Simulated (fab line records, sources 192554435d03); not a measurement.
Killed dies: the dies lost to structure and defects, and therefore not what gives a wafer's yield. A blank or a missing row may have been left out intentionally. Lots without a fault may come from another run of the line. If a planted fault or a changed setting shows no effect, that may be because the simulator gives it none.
fab line records    flow n5Finfet
record lots=13  wafers=35  lastDay=18
route steps=1938 shown FIN_SAQP@126 PASSIVATION@1936
lots that met no fault: from a run of the same line without faults
startH: hours from the record's opening day to when the first of the lot's shown wafers began    waitH: time in hours since the lot's previous step    " identical to the entry in the row above    L1.1+2: one row covering several wafers at once    - value missing, or start not given    * or withheld: withheld    < > ~ a bound
route shown NAME@n: a module of which the file shows steps, and the number in the route of the first    usual: the fault-free wafers' mean and standard deviation    same: alike in all rows    chamber/n: place in a boat    sites: per-site readings    _std_site: the values' standard deviation    _edge_site: outer sites' mean less inner sites'    radiusMm: how far each site lies from the wafer's centre    mask NAME#n: copy n    behind: tool/chamber where the wafer was last shaped    hold: reason for holding the lot/hours on hold/outcome of the hold    device: whichever transistor did not switch (one of n, p or np)    end of line: the route-end tests of the same wafers    a step given without rows: its recipe and nothing more    killed: count of dies lost to structure and defects at first sort (not the wafer's yield)    map: a wafer's dies, marking killed ones x, the rest . and places with no die _
set.NAME: the setting the step ran with; set.NAME@STEP: the setting that earlier step ran with    model.NAME: the simulator's own value behind a step, which no gauge read
a sample of lots followed through the steps of the route, with each step as a table and each wafer as a row
services: a tool's chamber out of use, with start hour (startH, from the record's first day; less than 0 if before it), hours out, and reason
## steps
# step N5_FIN_SAQP_SPACER1_ETCHBACK_25
# recipe chemistry=CHF3/O2  mode=anisotropicEtchback  target=SiO2  targetDepthA=244  timeS=12.2  pressureMtorr=30  sourceW=650  biasW=170  Ar_flow_sccm=200  CHF3_flow_sccm=50  O2_flow_sccm=5  ionEnergyEv=200
# usual drypumpMotorCurrentA=5.6/0.4  oesProductAu=0.76/0.059  rfVppV=525/13  showerheadPlenumPTorr=2.40/0.085  throttleValvePct=18.93/0.24
lot.wafer  tool        chamber  startH  waitH  drypumpMotorCurrentA  oesProductAu  rfHoursCounterH  rfVppV  showerheadPlenumPTorr  throttleValvePct
L820.2     rieDiel-04  3        26.17   0.4    5.5                   0.83          94               507     2.33                   18.82
L820.3     "           1        "       "      6.1                   0.77          125              516     2.34                   19.09
L820.5     "           3        "       "      5.5                   0.83          -                505     2.33                   18.83
L821.3     rieDiel-05  2        30.38   0.4    5.3                   0.73          168              527     2.52                   18.98
L821.5     "           2        "       "      5.3                   0.73          -                529     2.52                   18.99
L821.6     "           1        "       "      6.2                   0.82          -                526     2.42                   19.08
L822.4     rieDiel-04  2        35.65   0.4    5.6                   0.70          242              525     2.49                   19.51
L822.5     "           3        "       "      5.5                   0.83          -                508     2.33                   18.82
L823.1     rieDiel-01  1        43.31   0.4    5.8                   0.86          62               556     2.57                   18.72
L823.4     "           2        "       "      5.1                   0.75          159              519     2.42                   19.07
L823.5     "           0        "       "      6.3                   0.73          -                517     2.51                   19.09
L824.1     rieDiel-01  3        48.08   0.4    5.0                   0.81          91               531     2.33                   18.89
L824.3     "           1        "       "      5.8                   0.85          64               555     2.57                   18.72
L824.6     "           2        "       "      5.1                   0.75          -                517     2.42                   19.08
L825.1     rieDiel-04  0        54.78   0.4    5.8                   0.82          89               552     2.42                   18.40
L825.4     "           2        "       "      5.6                   0.68          248              526     2.49                   19.50
L825.6     "           3        "       "      5.5                   0.81          -                508     2.33                   18.85
L826.1     rieDiel-04  2        59.59   0.5    5.6                   0.68          249              523     2.49                   19.51
L826.3     "           1        "       "      6.2                   0.76          137              517     2.33                   19.11
L826.6     "           3        "       "      5.5                   0.81          -                507     2.33                   18.84
L827.2     rieDiel-04  1        65.85   0.4    6.1                   0.77          140              517     2.33                   19.12
L827.3     "           3        "       "      5.5                   0.81          109              507     2.33                   18.85
L827.4     "           0        "       "      5.8                   0.82          -                552     2.42                   18.41
L828.2     rieDiel-01  2        72.44   0.4    5.1                   0.74          170              517     2.42                   19.10
L828.4     "           1        "       "      5.8                   0.85          73               556     2.57                   18.75
L828.5     "           1        "       "      5.8                   0.85          -                556     2.57                   18.72
L829.2     rieDiel-05  1        79.72   0.4    6.2                   0.81          101              524     2.41                   19.08
L829.6     "           0        "       "      5.2                   0.77          -                525     2.31                   18.70
L833.2     rieDiel-05  3        102.49  0.4    5.5                   0.69          205              517     2.32                   18.89
L833.5     "           3        "       "      5.5                   0.69          -                519     2.32                   18.87
L834.2     rieDiel-05  1        107.72  0.4    6.2                   0.81          109              525     2.41                   19.10
L834.6     "           1        "       "      6.2                   0.82          -                524     2.41                   19.11
L838.1     rieDiel-05  2        132.31  0.4    5.3                   0.71          200              528     2.50                   19.03
L838.3     "           3        "       "      5.5                   0.68          214              517     2.31                   18.89
L838.5     "           0        "       "      5.1                   0.75          -                524     2.31                   18.72
# step N5_FIN_SAQP_ETCH_65
# recipe chemistry=CF4  target=SiO2  targetDepthA=40  ionEnergyEv=350  timeS=4.4  pressureMtorr=10  icpW=800  biasW=400  cf4FlowSccm=80
# usual drypumpMotorCurrentA=5.36/0.27  oesProductAu=0.999/0.012  throttleValvePct=21.84/0.18
lot.wafer  tool      chamber  startH  waitH  drypumpMotorCurrentA  oesProductAu  rfHoursCounterH  throttleValvePct
L820.2     rieSi-06  1        26.53   0.1    5.35                  0.987         128              21.78
L820.3     "         2        "       "      5.11                  0.997         1                21.74
L820.5     "         3        "       "      5.55                  1.006         -                22.14
L821.3     rieSi-06  3        30.73   0.1    5.54                  1.016         82               22.15
L821.5     "         3        "       "      5.52                  1.005         -                22.15
L821.6     "         2        "       "      5.07                  0.988         -                21.74
L822.4     rieSi-01  3        36.01   0.1    5.45                  0.981         129              22.01
L822.5     "         2        "       "      4.96                  0.968         -                21.69
L823.1     rieSi-01  2        43.67   0.1    4.92                  0.984         119              21.72
L823.4     "         0        "       "      5.95                  1.018         187              21.87
L823.5     "         3        "       "      5.45                  0.987         -                22.01
L824.1     rieSi-06  3        48.44   0.1    5.57                  1.013         82               22.14
L824.3     "         2        "       "      5.11                  1.008         1                21.75
L824.6     "         3        "       "      5.56                  1.002         -                22.16
L825.1     rieSi-01  3        55.14   0.1    5.44                  0.978         130              22.01
L825.4     "         0        "       "      5.92                  1.027         187              21.88
L825.6     "         0        "       "      5.93                  1.021         -                21.86
L826.1     rieSi-06  3        59.94   0.1    5.55                  1.014         83               22.14
L826.3     "         0        "       "      5.49                  0.999         49               21.63
L826.6     "         3        "       "      5.52                  0.994         -                22.15
L827.2     rieSi-06  2        66.20   0.1    5.05                  0.996         1                21.76
L827.3     "         1        "       "      5.34                  0.991         128              21.78
L827.4     "         0        "       "      5.55                  1.001         49               21.65
L828.2     rieSi-06  1        73.03   0.1    5.32                  0.988         128              21.78
L828.4     "         3        "       "      5.53                  1.011         83               22.15
L828.5     "         2        "       "      5.08                  0.998         -                21.75
L829.2     rieSi-01  1        80.07   0.1    5.06                  1.011         58               21.77
L829.6     "         1        "       "      5.02                  1.015         -                21.78
L833.2     rieSi-06  2        102.90  0.1    5.09                  1.342         2                21.87
L833.5     "         3        "       "      5.54                  1.011         -                22.16
L834.2     rieSi-06  3        108.08  0.1    5.54                  1.348         83               22.27
L834.6     "         3        "       "      5.55                  1.010         -                22.15
L838.1     rieSi-01  3        132.67  0.1    5.45                  0.981         131              22.03
L838.3     "         2        "       "      4.93                  0.983         121              21.71
L838.5     "         2        "       "      4.91                  0.998         -                21.70
# step N5_FIN_SAQP_MANDREL2_REMOVE_60
# recipe chemistry=HBr/Cl2/O2  btTimeS=10  target=a-Si  stopOn=SiNx  endpoint=OES-SiCl  overEtchFrac=1  icpW=600  biasW=22  HBr_flow_sccm=150  Cl2_flow_sccm=80  O2_flow_sccm=5  pressureMtorr=10
# usual drypumpMotorCurrentA=5.6/0.41  oesProductAu=1.005/0.021  throttleValvePct=36.7/0.48
# same overEtchFrac=1
lot.wafer  tool      chamber  startH  waitH  drypumpMotorCurrentA  oesProductAu  rfHoursCounterH  throttleValvePct
L820.2     rieSi-02  3        27.81   0.1    6.5                   0.970         2                36.8
L820.3     "         0        "       "      5.6                   1.026         2                36.0
L820.5     "         3        "       "      6.5                   0.978         -                36.8
L821.3     rieSi-01  0        32.32   0.1    5.9                   1.000         187              37.0
L821.5     "         1        "       "      5.1                   1.020         -                36.5
L821.6     "         0        "       "      5.9                   0.996         -                37.0
L822.4     rieSi-01  3        37.40   0.1    5.5                   0.975         129              37.1
L822.5     "         2        "       "      4.9                   0.969         -                36.5
L823.1     rieSi-06  2        45.00   0.1    5.1                   1.038         1                36.7
L823.4     "         0        "       "      5.5                   0.998         48               36.2
L823.5     "         2        "       "      5.1                   1.027         -                36.7
L824.1     rieSi-06  0        50.16   0.1    5.5                   1.010         49               36.2
L824.3     "         2        "       "      5.1                   1.026         1                36.7
L824.6     "         0        "       "      5.5                   0.997         -                36.2
L825.1     rieSi-01  1        56.45   0.1    5.0                   1.020         58               36.5
L825.4     "         2        "       "      4.9                   0.977         120              36.5
L825.6     "         0        "       "      5.9                   1.008         -                37.0
L826.1     rieSi-06  3        61.32   0.1    5.6                   1.019         83               37.8
L826.3     "         1        "       "      5.3                   1.000         128              36.9
L826.6     "         1        "       "      5.3                   1.003         -                36.9
L827.2     rieSi-01  3        67.51   0.1    5.4                   0.985         130              37.1
L827.3     "         2        "       "      4.9                   0.975         120              36.5
L827.4     "         0        "       "      5.9                   1.007         188              37.0
L828.2     rieSi-02  2        74.34   0.1    5.8                   1.051         126              37.0
L828.4     "         0        "       "      5.5                   1.016         3                36.0
L828.5     "         2        "       "      5.8                   1.036         -                37.0
L829.2     rieSi-02  2        81.92   0.1    5.8                   1.032         126              37.0
L829.6     "         0        "       "      5.5                   1.014         -                36.0
L833.2     rieSi-01  1        104.18  0.1    5.0                   1.025         59               36.5
L833.5     "         3        "       "      5.4                   0.980         -                37.1
L834.2     rieSi-06  3        109.36  0.1    5.5                   1.022         84               37.8
L834.6     "         1        "       "      5.3                   1.007         -                36.9
L838.1     rieSi-02  0        133.95  0.1    5.5                   1.023         5                36.0
L838.3     "         3        "       "      6.5                   0.974         4                36.8
L838.5     "         1        "       "      5.7                   0.978         -                36.1
# step N5_FIN_SAQP_CD_MEAS_31
# recipe targetCdNm=8  landingEnergyEv=1000  detector=seInlens  polarity=line
# usual cdNm=8.09/0.24
lot.wafer  tool      chamber  startH  waitH  cdNm
L820.2     cdSem-03  0        27.92   0.1    7.97
L820.3     "         0        "       "      7.90
L820.5     "         0        "       "      8.32
L821.3     cdSem-02  0        32.43   0.1    7.81
L821.5     "         0        "       "      7.69
L821.6     "         0        "       "      7.49
L822.4     cdSem-01  0        37.51   0.1    8.11
L822.5     "         0        "       "      8.47
L823.1     cdSem-03  0        45.11   0.1    8.21
L823.4     "         0        "       "      8.13
L823.5     "         0        "       "      7.78
L824.1     cdSem-01  0        50.27   0.1    7.96
L824.3     "         0        "       "      8.24
L824.6     "         0        "       "      8.19
L825.1     cdSem-01  0        56.56   0.1    8.49
L825.4     "         0        "       "      8.42
L825.6     "         0        "       "      7.79
L826.1     cdSem-01  0        61.43   0.1    7.64
L826.3     "         0        "       "      8.00
L826.6     "         0        "       "      8.24
L827.2     cdSem-01  0        67.62   0.1    7.97
L827.3     "         0        "       "      8.14
L827.4     "         0        "       "      7.97
L828.2     cdSem-02  0        74.45   0.1    8.08
L828.4     "         0        "       "      8.06
L828.5     "         0        "       "      8.21
L829.2     cdSem-03  0        82.03   0.1    8.18
L829.6     "         0        "       "      8.13
L833.2     cdSem-01  0        104.30  0.1    8.15
L833.5     "         0        "       "      8.04
L834.2     cdSem-02  0        109.47  0.1    7.89
L834.6     "         0        "       "      8.08
L838.1     cdSem-01  0        134.06  0.1    8.09
L838.3     "         0        "       "      8.16
L838.5     "         0        "       "      8.21
# step N5_PASSIVATION_PROBE_49
# usual killed_at_M0_to_M3=36/10  killed_at_M4_up=14/5.2  killedAtContacts=12/6  killedAtFrontEnd=37/10  killedAtOther=4/3.3  killedDies=104/18  killedOpen=68/14  killedShort=34/7.4
# same grossDies=1180  killedAtBackSide=0
lot.wafer  tool       chamber  startH  waitH  killed_at_M0_to_M3  killed_at_M4_up  killedAtContacts  killedAtFrontEnd  killedAtOther  killedDies  killedOpen  killedShort
L834.2     prober-01  -        400.56  0.1    29                  12               7                 41                2              91          55          36
L834.6     prober-01  -        400.76  0.3    44                  9                11                52                1              117         71          45
# killed by level:class
L834.2 FIN_SAQP:geometricParticle:open=9 BEOL_M1:geometricParticle:open=9 GATE_CUT:geometricParticle:short=7 MOL_CONTACT_COAG:geometricParticle:open=7 FIN_SAQP:geometricParticle:short=6 BEOL_M2:geometricParticle:open=5 BEOL_M1:geometricParticle:short=5 BEOL_M4:geometricParticle:open=5
L834.6 FIN_SAQP:geometricParticle:open=16 FIN_SAQP:geometricParticle:short=14 BEOL_M1:geometricParticle:open=14 BEOL_M0_SAQP:geometricParticle:short=9 DUMMY_GATE:geometricParticle:open=8 MOL_CONTACT_COAG:geometricParticle:open=7 BEOL_M2:geometricParticle:open=7 BEOL_M0_SAQP:geometricParticle:open=5
## services
tool        chamber  startH  hours  kind
rieSi-01    -        6.72    2.8    pm
rieSi-02    -        23.93   2.8    pm
rieDiel-04  2        60.97   -      clean
rieDiel-04  2        60.97   -      consumableReplace:focusRing
rieDiel-04  2        60.97   17.9   scheduledDown
rieDiel-04  2        60.97   17.9   ventCycle
rieSi-06    -        74.70   2.8    pm
rieSi-01    -        98.96   0.4    repair
rieSi-06    1        124.86  13.7   repair
## key
firstSign step=N5_FIN_SAQP_ETCH_65  reading=oesProductAu  direction=up  sigmas=29  usual=0.999  struck=1.345
effect none on later readings
metAt N5_FIN_SAQP_ETCH_65
struckLots L833,L834
struckWafers L833.2,L834.2
testerLeftOut L833,L834
notActingAt N5_FIN_SAQP_SPACER1_ETCHBACK_25,N5_FIN_SAQP_MANDREL2_REMOVE_60,N5_FIN_SAQP_CD_MEAS_31
onsetBetween 73.03 102.90
fault kind=processParameterDrift  tool=rieSi-06  chamber=-  onsetH=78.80  steps=N5_FIN_SAQP_ETCH_65  channel=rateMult  offset=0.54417  shape=step  endH=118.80  scope=struckWafersOnly
# testerLeftOut: of these lots the tester's yield and bins aren't shown, on N5 and GAA mostly nor the transistor test; their killed dies are dies lost to structure and defects alone, not to doping, threshold or leakage, so they don't give the yield
